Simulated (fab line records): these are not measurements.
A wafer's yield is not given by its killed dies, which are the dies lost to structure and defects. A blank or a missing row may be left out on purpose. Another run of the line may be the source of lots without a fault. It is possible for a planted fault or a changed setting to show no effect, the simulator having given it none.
fab line records	flow nand_harc	part 1 of 2: steps 1 to 4 of 6
record: lots: 24	wafers: 72	last_day: 33
route steps=1302 shown A_STAIRCASE@830 A_SGD_CUT@907
lots untouched by any fault: they come from a run of this same line in which no faults occurred
start_h: hours from the record's opening day to when the first of the lot's shown wafers began	wait_h: hours since the lot's step before	" unchanged from the row above	L1.1+2: several wafers, shown together as one row	- either no value or no given start	* or withheld: withheld	< > ~ a bound
route shown NAME@n: names a module that has steps shown in the file, with the first one's number in the route	usual: mean/standard deviation of fault-free wafers	same: alike in all rows	chamber/n: place in a boat	sites: the reading at each site	_std_site: their standard deviation	_edge_site: mean of outer sites minus mean of inner sites	radius_mm: for every site, how far away it sits from the centre of the wafer	mask NAME#n: copy n	behind: the tool/chamber that last shaped the wafer	hold: reason for holding the lot/hours on hold/outcome of the hold	device: the n, p or np transistor that did not switch	end of line: tests run on the same wafers once the route is complete	where a step has no rows: the recipe by itself	killed: the dies lost at the first sort to structure and to defects; this is not the yield of the wafer	map: per-die view of a wafer (x killed, . not killed, _ where there is no die)
set.NAME: the setting as run; set.NAME@STEP: as run at that earlier step	model.NAME: the simulator's own value behind a step, which no gauge read
one table for each step of the route and one row for each wafer, over a sample of lots
services: from which hour (start_h, from the record's first day; less than 0 if before it) a tool's chamber was out of use, for how many hours, and why
== steps ==
step: NHARC_A_STAIRCASE_DESCUM_312
recipe: time_s: 3	o2_flow_sccm: 200	ar_flow_sccm: 0	bias_power_w: 0	chemistry: O2
usual: chamber_pressure_mTorr: 60.00/0.049	drypump_motor_current_A: 5.7/0.48	oes_product_au: 1.005/0.016	rf_vpp_V: 57.7/0.92	showerhead_plenum_p_Torr: 1.89/0.08	throttle_valve_pct: 11.311/0.0088
lot.wafer	tool	chamber	start_h	wait_h	chamber_pressure_mTorr	drypump_motor_current_A	oes_product_au	rf_hours_counter_h	rf_vpp_V	showerhead_plenum_p_Torr	throttle_valve_pct
L074.3	rie_diel-12	2	388.28	-	59.92	5.1	0.999	34	59.6	1.93	11.316
L074.2	"	3	"	"	59.98	6.1	0.993	34	58.1	1.94	11.309
L074.6	"	2	"	"	60.07	5.1	0.992	-	56.2	1.93	11.311
L075.2	rie_diel-13	0	395.57	-	59.94	4.7	1.020	16	57.4	1.98	11.306
L075.6	"	0	"	"	59.99	4.7	1.013	-	57.7	1.98	11.316
L075.5	"	3	"	"	59.98	5.8	1.036	-	57.7	1.88	11.302
L077.3	rie_diel-13	1	412.52	-	60.03	6.1	1.023	20	56.3	1.83	11.304
L077.4	"	2	"	"	60.01	5.7	1.007	16	57.0	1.77	11.322
L077.1	"	3	"	"	60.04	5.8	1.046	20	55.7	1.88	11.307
L076.1	rie_diel-04	3	414.45	-	60.02	5.3	0.990	20	58.2	1.81	11.312
L076.3	"	1	"	"	60.07	5.5	1.005	18	58.1	1.87	11.317
L076.4	"	2	"	"	60.06	5.2	1.030	20	58.4	1.92	11.303
L078.2	rie_diel-12	2	421.11	-	60.04	5.0	0.978	44	58.2	1.93	11.308
L078.3	"	3	"	"	60.05	6.1	1.003	45	58.6	1.94	11.310
L078.6	"	1	"	"	60.01	5.4	1.014	-	56.3	1.76	11.313
L079.3	rie_diel-13	1	431.81	-	59.99	6.2	1.009	24	56.5	1.82	11.311
L079.2	"	2	"	"	60.00	5.7	0.995	19	56.3	1.77	11.308
L079.6	"	2	"	"	59.95	5.7	1.001	-	56.1	1.77	11.321
L081.2	rie_diel-13	2	441.76	-	60.05	5.7	0.997	21	56.7	1.77	11.320
L081.1	"	3	"	"	60.00	5.8	1.037	26	58.2	1.88	11.316
L081.6	"	2	"	"	59.94	5.7	0.995	-	57.2	1.77	11.322
L080.4	rie_diel-04	2	443.91	-	59.99	5.2	1.015	31	58.3	1.91	11.326
L080.6	"	2	"	"	59.95	5.1	1.033	-	58.1	1.91	11.309
L080.5	"	3	"	"	60.00	5.4	1.009	-	56.0	1.80	11.317
L082.1	rie_diel-12	2	461.85	-	60.01	5.1	0.997	2	57.7	1.93	11.306
L082.4	"	3	"	"	60.02	6.1	1.002	2	57.6	1.94	11.308
L082.6	"	3	"	"	60.00	6.1	0.999	-	59.8	1.94	11.305
L083.1	rie_diel-13	1	491.81	-	60.00	6.1	1.007	38	56.5	1.82	11.308
L083.4	"	3	"	"	60.02	5.9	1.043	40	58.0	1.87	11.313
L083.6	"	1	"	"	60.04	6.2	1.000	-	58.0	1.82	11.308
L084.1	rie_diel-12	3	492.29	-	60.02	6.1	1.004	16	58.2	1.93	11.317
L084.2	"	0	"	"	60.04	6.2	0.980	20	57.7	1.84	11.306
L084.6	"	3	"	"	60.02	6.1	1.011	-	57.1	1.93	11.309
L085.1	rie_diel-13	2	500.43	-	59.96	5.7	0.987	36	58.3	1.76	11.322
L085.2	"	1	"	"	59.97	6.2	1.004	40	57.1	1.82	11.317
L085.6	"	3	"	"	59.96	5.8	1.032	-	58.7	1.87	11.322
L086.3	rie_diel-12	2	513.95	-	60.05	5.1	1.008	19	58.5	1.92	11.300
L086.2	"	0	"	"	59.95	6.2	0.990	24	56.2	1.84	11.313
L086.5	"	3	"	"	59.90	6.1	1.007	-	58.0	1.93	11.310
L089.4	rie_diel-04	2	531.86	-	60.04	5.2	1.029	55	58.6	1.91	11.295
L089.5	"	0	"	"	59.99	6.0	0.986	-	57.4	1.92	11.313
L089.6	"	1	"	"	60.03	5.5	1.003	-	58.8	1.86	11.318
L087.4	rie_diel-12	3	533.54	-	59.99	6.1	0.999	22	57.2	1.93	11.320
L087.3	"	1	"	"	59.93	5.4	1.013	29	57.4	2.07	11.319
L087.5	"	2	"	"	60.04	5.1	0.995	-	56.6	1.92	11.300
L088.3	rie_diel-12	3	539.88	-	59.92	6.2	1.004	26	58.7	1.93	11.329
L088.4	"	1	"	"	60.02	5.4	1.013	35	57.7	2.06	11.322
L088.1	"	2	"	"	60.13	5.1	0.991	28	57.7	1.92	11.309
L090.3	rie_diel-04	2	550.64	-	59.99	5.2	1.017	2	57.1	1.90	11.315
L090.1	"	0	"	"	59.95	6.0	0.988	2	59.1	1.92	11.328
L090.6	"	2	"	"	60.05	5.2	1.026	-	57.3	1.90	11.306
L091.1	rie_diel-13	3	562.70	-	60.00	5.8	1.011	11	55.2	1.87	11.327
L091.4	"	0	"	"	59.97	4.7	1.029	11	58.0	1.97	11.313
L091.5	"	2	"	"	59.99	5.7	0.988	-	59.9	2.07	11.310
L092.4	rie_diel-04	2	569.07	-	60.06	5.1	1.016	8	55.8	1.90	11.304
L092.3	"	3	"	"	60.08	5.4	1.016	6	56.6	1.79	11.325
L092.6	"	0	"	"	59.91	6.0	0.982	-	58.0	1.92	11.315
L093.2	rie_diel-04	1	575.09	-	60.03	5.5	0.996	11	59.0	1.86	11.311
L093.4	"	0	"	"	59.99	6.0	0.972	10	57.3	1.92	11.310
L093.5	"	2	"	"	60.02	5.1	1.023	-	58.2	1.90	11.313
L095.2	rie_diel-13	0	584.36	-	59.94	4.7	1.013	22	58.3	1.96	11.318
L095.3	"	2	"	"	59.97	5.7	0.981	20	58.1	2.07	11.310
L095.4	"	3	"	"	59.95	5.9	1.009	23	57.8	1.86	11.307
L094.4	rie_diel-12	2	584.83	-	60.05	5.1	1.001	45	58.6	1.91	11.304
L094.6	"	0	"	"	60.02	6.2	0.977	-	56.1	1.83	11.309
L094.5	"	1	"	"	60.00	5.4	1.011	-	57.4	2.06	11.317
L096.5	rie_diel-13	1	600.87	-	60.00	6.2	0.985	-	57.3	1.81	11.311
L096.6	"	2	"	"	59.89	5.7	0.983	-	58.3	2.07	11.304
L096.4	"	3	"	"	60.01	5.9	1.007	-	57.7	1.86	11.295
L097.3	rie_diel-12	3	618.58	-	59.95	6.1	1.011	52	59.0	1.92	11.303
L097.4	"	0	"	"	60.01	6.2	0.983	-	58.6	1.82	11.310
L097.5	"	2	"	"	59.89	5.1	1.013	-	58.3	1.91	11.334
step: NHARC_A_STAIRCASE_ETCH_315
recipe: target_depth_a: 25000	time_s: 607.1	ion_energy_ev: 800	c4f8_flow_sccm: 80	o2_flow_sccm: 60	ar_flow_sccm: withheld	rf_w: 600	bias_w: 3000	chemistry: C4F8/O2/Ar
usual: chamber_pressure_mTorr: 25.001/0.022	oes_product_au: 0.935/0.015	rf_vpp_V: 1824/10
lot.wafer	tool	chamber	start_h	wait_h	chamber_pressure_mTorr	oes_product_au	rf_hours_counter_h	rf_vpp_V
L074.3	rie_diel-12	1	-	-	24.984	0.941	33	1806
L074.2	"	3	"	"	25.051	0.917	35	1830
L074.6	"	0	"	"	24.975	0.926	-	1818
L075.2	rie_diel-13	0	-	-	25.046	0.951	16	1836
L075.6	"	3	"	"	24.972	0.967	-	1823
L075.5	"	0	"	"	25.003	0.945	-	1835
L077.4	rie_diel-13	1	-	-	25.011	0.935	20	1815
L077.3	"	2	"	"	24.959	0.930	16	1808
L077.1	"	3	"	"	25.015	0.976	20	1822
L076.4	rie_diel-04	1	-	-	24.979	0.931	19	1822
L076.1	"	2	"	"	25.006	0.949	21	1826
L076.3	"	3	"	"	25.018	0.930	20	1812
L078.2	rie_diel-12	2	-	-	25.005	0.905	44	1830
L078.3	"	3	"	"	25.010	0.938	46	1828
L078.6	"	0	"	"	25.008	0.921	-	1817
L079.2	rie_diel-13	1	-	-	24.968	0.926	24	1815
L079.3	"	2	"	"	25.011	0.933	20	1809
L079.6	"	3	"	"	25.018	0.966	-	1824
L081.2	rie_diel-13	0	-	-	25.012	0.953	26	1834
L081.1	"	1	"	"	25.021	0.947	26	1817
L081.6	"	0	"	"	24.995	0.949	-	1833
L080.4	rie_diel-04	0	-	-	24.974	0.915	27	1830
L080.5	"	1	"	"	25.007	0.931	-	1821
L080.6	"	2	"	"	24.969	0.959	-	1826
L082.1	rie_diel-12	2	-	-	25.001	0.942	4	1829
L082.4	"	1	"	"	25.015	0.954	8	1847
L082.6	"	3	"	"	25.051	0.937	-	1831
L083.1	rie_diel-13	2	-	-	25.001	0.927	34	1806
L083.4	"	0	"	"	24.971	0.965	39	1834
L083.6	"	2	"	"	24.997	0.926	-	1808
L084.2	rie_diel-12	2	-	-	24.976	0.932	15	1828
L084.1	"	3	"	"	24.974	0.939	16	1831
L084.6	"	2	"	"	25.017	0.925	-	1828
L085.1	rie_diel-13	2	-	-	24.965	0.927	36	1806
L085.2	"	3	"	"	25.010	0.960	42	1822
L085.6	"	2	"	"	25.022	0.919	-	1807
L086.3	rie_diel-12	2	-	-	25.000	0.927	19	1829
L086.2	"	3	"	"	24.989	0.923	17	1828
L086.5	"	0	"	"	24.990	0.919	-	1816
L089.4	rie_diel-04	3	-	-	24.991	0.933	60	1810
L089.5	"	0	"	"	24.983	0.921	-	1828
L089.6	"	1	"	"	24.970	0.925	-	1820
L087.3	rie_diel-12	0	-	-	24.984	0.917	30	1816
L087.4	"	1	"	"	25.010	0.935	30	1846
L087.5	"	3	"	"	25.048	0.910	-	1831
L088.4	rie_diel-12	1	-	-	24.997	0.942	35	1844
L088.3	"	2	"	"	25.028	0.926	28	1827
L088.1	"	3	"	"	24.989	0.944	27	1827
L090.3	rie_diel-04	1	-	-	25.018	0.920	3	1820
L090.1	"	2	"	"	25.038	0.933	3	1825
L090.6	"	0	"	"	25.050	0.916	-	1829
L091.4	rie_diel-13	2	-	-	25.007	0.925	13	1846
L091.1	"	3	"	"	25.008	0.927	12	1820
L091.5	"	1	"	"	24.994	0.948	-	1814
L092.3	rie_diel-04	2	-	-	25.002	0.946	8	1827
L092.4	"	3	"	"	25.005	0.943	6	1810
L092.6	"	0	"	"	24.984	0.913	-	1828
L093.4	rie_diel-04	0	-	-	25.002	0.918	11	1828
L093.2	"	1	"	"	24.998	0.921	12	1820
L093.5	"	3	"	"	25.007	0.936	-	1810
L095.4	rie_diel-13	0	-	-	25.005	0.935	22	1834
L095.2	"	1	"	"	24.981	0.927	19	1814
L095.3	"	2	"	"	24.999	0.914	20	1846
L094.4	rie_diel-12	0	-	-	25.014	0.906	51	1816
L094.6	"	2	"	"	25.005	0.926	-	1826
L094.5	"	3	"	"	25.005	0.935	-	1828
L096.6	rie_diel-13	3	-	-	25.007	0.940	-	1819
L096.5	"	1	"	"	25.005	0.937	-	1813
L096.4	"	2	"	"	25.021	0.922	-	1846
L097.3	rie_diel-12	3	-	-	25.011	0.927	53	1829
L097.4	"	3	"	"	25.018	0.927	-	1828
L097.5	"	0	"	"	24.988	0.908	-	1816
step: NHARC_A_STAIRCASE_STRIP_446
recipe: power_w: 1500	temp_c: 250	chemistry: O2
usual: drypump_motor_current_A: 5.55/0.17	heater_power_w: 325/14
lot.wafer	tool	chamber	start_h	wait_h	drypump_motor_current_A	heater_power_w	rf_hours_counter_h
L074.2	plasma_asher-01	1	434.86	0.0	5.45	311	19
L074.3	"	0	"	"	5.80	360	-
L074.6	"	1	"	"	5.44	313	-
L075.2	plasma_asher-02	1	444.05	0.1	5.38	305	2
L075.6	"	0	"	"	5.57	339	-
L075.5	"	1	"	"	5.36	317	-
L077.1	plasma_asher-02	1	461.89	0.0	5.37	316	4
L077.3	"	1	"	"	5.39	311	-
L077.4	"	0	"	"	5.55	347	-
L076.1	plasma_asher-02	1	466.71	0.0	5.37	317	4
L076.4	"	1	"	"	5.36	316	-
L076.3	"	0	"	"	5.58	344	-
L078.2	plasma_asher-01	1	466.85	0.0	5.45	312	24
L078.3	"	1	"	"	5.45	310	-
L078.6	"	1	"	"	5.45	310	-
L079.2	plasma_asher-01	0	478.28	0.0	5.82	353	27
L079.3	"	1	"	"	5.44	300	-
L079.6	"	0	"	"	5.80	343	-
L081.2	plasma_asher-01	0	493.17	0.0	5.80	343	29
L081.1	"	1	"	"	5.44	310	29
L081.6	"	0	"	"	5.81	355	-
L080.4	plasma_asher-01	0	493.55	0.2	5.81	337	-
L080.6	"	0	"	"	5.81	348	-
L080.5	"	1	"	"	5.44	302	-
L082.1	plasma_asher-02	0	516.54	0.1	5.54	348	18
L082.4	"	1	"	"	5.37	316	-
L082.6	"	1	"	"	5.36	305	-
L084.1	plasma_asher-01	1	540.55	0.0	5.45	320	2
L084.2	"	0	"	"	5.80	323	2
L084.6	"	0	"	"	5.82	328	-
L083.1	plasma_asher-01	0	540.83	0.3	5.84	325	2
L083.4	"	1	"	"	5.42	319	-
L083.6	"	0	"	"	5.81	330	-
L085.1	plasma_asher-02	0	552.87	0.0	5.60	338	26
L085.2	"	1	"	"	5.38	310	26
L085.6	"	1	"	"	5.38	311	-
L089.4	plasma_asher-01	0	573.89	0.2	5.81	326	-
L089.5	"	1	"	"	5.45	314	-
L089.6	"	0	"	"	5.84	329	-
L086.2	plasma_asher-02	1	573.90	0.0	5.35	321	29
L086.3	"	1	"	"	5.35	315	-
L086.5	"	0	"	"	5.57	344	-
L087.3	plasma_asher-02	0	577.62	0.1	5.57	339	-
L087.4	"	1	"	"	5.37	311	-
L087.5	"	0	"	"	5.60	341	-
L088.1	plasma_asher-01	0	586.85	0.0	5.82	323	13
L088.3	"	0	"	"	5.84	324	-
L088.4	"	1	"	"	5.45	315	-
L090.1	plasma_asher-01	0	596.66	0.0	5.79	331	18
L090.3	"	1	"	"	5.44	317	-
L090.6	"	0	"	"	5.79	325	-
L091.1	plasma_asher-02	1	622.31	0.1	5.36	315	3
L091.4	"	0	"	"	5.54	326	-
L091.5	"	0	"	"	5.54	336	-
L092.3	plasma_asher-01	0	622.49	0.1	5.79	332	-
L092.4	"	1	"	"	5.45	318	-
L092.6	"	0	"	"	5.79	324	-
L093.2	plasma_asher-02	0	630.78	0.1	5.55	327	4
L093.4	"	0	"	"	5.55	336	-
L093.5	"	0	"	"	5.57	326	-
L095.2	plasma_asher-01	0	631.00	0.0	5.79	331	27
L095.3	"	0	"	"	5.79	337	-
L095.4	"	1	"	"	5.45	319	-
L094.4	plasma_asher-02	0	634.36	0.1	5.54	321	-
L094.5	"	0	"	"	5.54	334	-
L094.6	"	1	"	"	5.39	312	-
L096.4	plasma_asher-02	0	646.88	0.2	5.58	335	-
L096.5	"	1	"	"	5.37	313	-
L096.6	"	0	"	"	5.54	323	-
L097.4	plasma_asher-02	0	663.97	0.1	5.59	328	-
L097.3	"	1	"	"	5.37	316	-
L097.5	"	0	"	"	5.55	334	-
step: NHARC_A_STAIRCASE_CMP_152
usual: motor_current_A: 12.3/1.6	pad_life_wafers: 197/120	retaining_ring_pressure_frac: 1.000/0.0053
lot.wafer	tool	chamber	start_h	wait_h	motor_current_A	pad_life_wafers	retaining_ring_pressure_frac
L074.2	cmp-01	1	435.75	0.1	13.5	229	1.003
L074.3	"	3	"	"	10.8	231	0.997
L074.6	"	0	"	"	10.2	-	1.000
L075.2	cmp-04	1	444.91	0.1	13.1	128	1.002
L075.5	"	3	"	"	11.7	-	0.998
L075.6	"	0	"	"	14.0	-	0.997
L077.1	cmp-04	0	462.77	0.1	13.7	192	1.005
L077.4	"	1	"	"	12.7	193	0.995
L077.3	"	3	"	"	11.4	195	0.999
L076.3	cmp-03	1	467.61	0.1	15.6	31	0.999
L076.4	"	2	"	"	12.4	32	0.995
L076.1	"	3	"	"	10.9	33	0.989
L078.2	cmp-04	2	467.74	0.1	12.1	216	1.002
L078.3	"	1	"	"	12.6	219	1.008
L078.6	"	3	"	"	11.6	-	0.995
L079.2	cmp-01	0	479.15	0.1	9.9	390	1.005
L079.3	"	3	"	"	11.8	393	1.007
L079.6	"	1	"	"	12.4	-	1.003
L081.1	cmp-04	3	494.05	0.1	11.5	337	0.996
L081.2	"	1	"	"	12.4	339	1.004
L081.6	"	3	"	"	11.4	-	0.998
L080.4	cmp-01	0	494.36	0.1	9.9	51	1.003
L080.6	"	1	"	"	14.2	-	1.000
L080.5	"	2	"	"	11.0	-	1.000
L082.4	cmp-04	3	517.36	0.1	11.6	24	0.999
L082.1	"	0	"	"	14.0	25	0.999
L082.6	"	0	"	"	13.7	-	1.003
L084.2	cmp-04	3	541.42	0.1	11.2	108	1.008
L084.1	"	0	"	"	14.4	109	1.002
L084.6	"	3	"	"	11.7	-	0.995
L083.4	cmp-01	2	541.70	0.1	10.5	222	1.007
L083.1	"	3	"	"	12.1	223	1.002
L083.6	"	3	"	"	11.6	-	0.998
L085.2	cmp-03	0	553.75	0.1	13.7	385	1.001
L085.1	"	2	"	"	12.1	387	0.999
L085.6	"	0	"	"	13.0	-	1.003
L089.4	cmp-01	3	574.64	0.1	11.8	343	0.997
L089.6	"	2	"	"	10.3	-	1.005
L089.5	"	3	"	"	11.8	-	1.001
L086.2	cmp-04	3	574.77	0.1	11.4	234	1.011
L086.3	"	2	"	"	12.3	237	0.995
L086.5	"	3	"	"	11.7	-	1.004
L087.4	cmp-03	3	578.41	0.1	10.3	73	0.993
L087.3	"	0	"	"	13.5	74	0.999
L087.5	"	3	"	"	10.8	-	0.999
L088.4	cmp-04	1	587.72	0.1	13.2	306	1.001
L088.3	"	3	"	"	12.0	308	1.010
L088.1	"	0	"	"	14.1	309	1.009
L090.1	cmp-03	2	597.54	0.1	11.7	162	0.995
L090.3	"	3	"	"	10.7	163	0.998
L090.6	"	2	"	"	11.6	-	1.006
L091.4	cmp-03	1	623.13	0.1	15.9	240	0.989
L091.1	"	3	"	"	11.0	242	1.007
L091.5	"	2	"	"	12.0	-	0.998
L092.4	cmp-04	0	623.27	0.1	14.7	30	0.999
L092.3	"	1	"	"	13.2	31	0.991
L092.6	"	1	"	"	12.8	-	1.000
L093.2	cmp-01	2	631.62	0.1	11.0	199	0.999
L093.4	"	0	"	"	10.0	201	0.998
L093.5	"	1	"	"	12.8	-	0.991
L095.4	cmp-04	1	631.89	0.1	12.9	79	1.002
L095.3	"	2	"	"	11.1	80	1.005
L095.2	"	3	"	"	11.3	81	0.996
L094.4	cmp-04	1	635.17	0.1	13.5	99	1.008
L094.6	"	2	"	"	12.3	-	0.993
L094.5	"	3	"	"	11.8	-	1.000
L096.4	cmp-01	0	647.65	0.1	9.9	279	1.001
L096.6	"	1	"	"	13.9	-	1.001
L096.5	"	2	"	"	10.1	-	1.001
L097.4	cmp-01	1	664.76	0.1	13.7	348	0.995
L097.3	"	2	"	"	10.3	349	0.992
L097.5	"	1	"	"	12.9	-	0.996
